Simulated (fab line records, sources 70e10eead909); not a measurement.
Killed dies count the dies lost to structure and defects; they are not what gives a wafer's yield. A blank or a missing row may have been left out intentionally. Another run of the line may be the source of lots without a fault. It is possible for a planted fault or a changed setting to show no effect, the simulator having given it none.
Matching of chambers + flow nandHarc + NHARC_A_M1_PRE_CLEAN_32 on pecvd-04 has 3 sister chambers
The step time 12 s. 20 wafers are shown with their chamber, then 10 later ones without.

## WAFERS WITH THEIR CHAMBER
| wafer  | chamber | heaterPowerW (W) |
|--------|---------|------------------|
| L074.2 | 2       | 708              |
| L074.4 | 2       | 696              |
| L074.5 | 1       | 672              |
| L078.2 | 0       | 827              |
| L078.4 | 1       | 674              |
| L078.6 | 0       | 817              |
| L081.1 | 2       | 719              |
| L081.3 | 0       | 753              |
| L081.4 | 2       | 732              |
| L088.1 | 0       | 786              |
| L088.3 | 2       | 740              |
| L088.4 | 2       | 734              |
| L089.2 | 1       | 613              |
| L089.3 | 2       | 702              |
| L089.4 | 0       | 679              |
| L090.1 | 2       | 724              |
| L090.2 | 1       | 682              |
| L090.6 | 2       | 723              |
| L091.2 | 2       | 753              |
| L091.4 | 2       | 725              |

SIGNATURES (averages over the wafers above)
| reading      | chamber 0 | chamber 1 | chamber 2 | scatter within a chamber |
|--------------|-----------|-----------|-----------|--------------------------|
| heaterPowerW | 772.40    | 660.25    | 723.27    | 34.4                     |
Rule: a wafer lies at a distance from a chamber equal to the root of the sum of squares, over the readings, of (its reading less the chamber's mean, divided by the reading's scatter). The wafer belongs to the nearest chamber; if the next one is less than 2 further off, it can't be placed. The scatter is the square root of a quotient: the sum, over the shown wafers, of each reading's squared deviation from its chamber's mean, divided by wafers minus chambers.

## WAFERS WITH NO CHAMBER GIVEN
| wafer  | heaterPowerW (W) |
|--------|------------------|
| L091.5 | 652              |
| L092.1 | 581              |
| L092.2 | 829              |
| L092.4 | 577              |
| L094.1 | 694              |
| L094.2 | 615              |
| L094.3 | 760              |
| L094.4 | 633              |
| L094.5 | 753              |
| L094.6 | 705              |

## EACH ONE'S CHAMBER
| wafer  | from the rows above          | in truth |
|--------|------------------------------|----------|
| L091.5 | can't be placed: 1 or 2      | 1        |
| L092.1 | can't be placed: 1 or 2      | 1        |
| L092.2 | can't be placed: 0 or 2      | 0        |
| L092.4 | can't be placed: 1 or 2      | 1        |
| L094.1 | can't be placed: 2 or 1 or 0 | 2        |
| L094.2 | can't be placed: 1 or 2      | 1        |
| L094.3 | can't be placed: 0 or 2      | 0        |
| L094.4 | can't be placed: 1 or 2      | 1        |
| L094.5 | can't be placed: 0 or 2      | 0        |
| L094.6 | can't be placed: 2 or 1 or 0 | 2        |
Placed correctly: 0 of 10. These rows do not allow placing 10 (true chamber among the candidates in 10). 0 placed wrongly.
